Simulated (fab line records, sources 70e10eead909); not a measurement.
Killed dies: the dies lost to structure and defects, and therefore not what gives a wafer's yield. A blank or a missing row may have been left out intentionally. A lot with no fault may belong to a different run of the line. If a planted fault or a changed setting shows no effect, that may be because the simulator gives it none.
Matching of chambers ; flow nandHarc ; NHARC_P_ZERO_WELL_DESCUM_39 on rieDiel-12: 4 sister chambers
The step chemistry O2, time 3 s. 14 wafers are shown with their chamber, then 7 later ones without.

WAFERS, EACH WITH ITS CHAMBER
wafer;chamber;drypumpMotorCurrentA (A);showerheadPlenumPTorr (Torr);oesProductAu (a.u.)
L075.2;3;5.3;1.92;0.989
L075.3;0;6.8;1.83;1.037
L075.5;3;5.4;1.92;0.980
L076.1;0;6.8;1.83;1.020
L076.5;0;6.7;1.83;1.021
L076.6;1;6.1;1.90;1.010
L076.2;2;5.9;1.91;0.990
L076.3;3;5.4;1.92;0.991
L076.4;1;6.1;1.90;1.015
L088.1;1;6.1;1.89;1.000
L088.3;0;6.7;1.82;1.002
L088.4;3;5.4;1.91;1.001
L088.2;2;5.8;1.90;1.002
L088.5;3;5.4;1.91;0.988

SIGNATURES (averages over the wafers above)
reading;chamber 0;chamber 1;chamber 2;chamber 3;scatter within a chamber
drypumpMotorCurrentA;6.750;6.100;5.850;5.380;0.048
showerheadPlenumPTorr;1.8275;1.8967;1.9050;1.9160;0.00558
oesProductAu;1.02000;1.00833;0.99600;0.98980;0.0101
Rule: a wafer's distance from a chamber is the root of the sum, over the readings, of the square of ((its reading less the chamber's mean) divided by the reading's scatter). The wafer belongs to the nearest chamber; if the next one is less than 2 further off, it can't be placed. The scatter: take each reading less its chamber's mean, square it, sum over the shown wafers, divide by the number of wafers less the number of chambers, and take the root.

WAFERS WITH NO CHAMBER GIVEN
wafer;drypumpMotorCurrentA (A);showerheadPlenumPTorr (Torr);oesProductAu (a.u.)
L088.6;6.7;1.82;1.000
L090.1;6.7;1.81;1.007
L090.3;6.1;1.89;0.999
L090.4;5.8;1.90;1.009
L094.1;6.8;1.81;0.993
L094.4;5.4;1.90;0.995
L094.5;6.1;1.88;0.997

CHAMBER TAKEN BY EACH
wafer;from the rows above;in truth
L088.6;0;0
L090.1;0;0
L090.3;1;1
L090.4;2;2
L094.1;0;0
L094.4;3;3
L094.5;1;1
7 of 7 placed correctly. From these rows, 0 cannot be placed. Placed wrongly: 0.
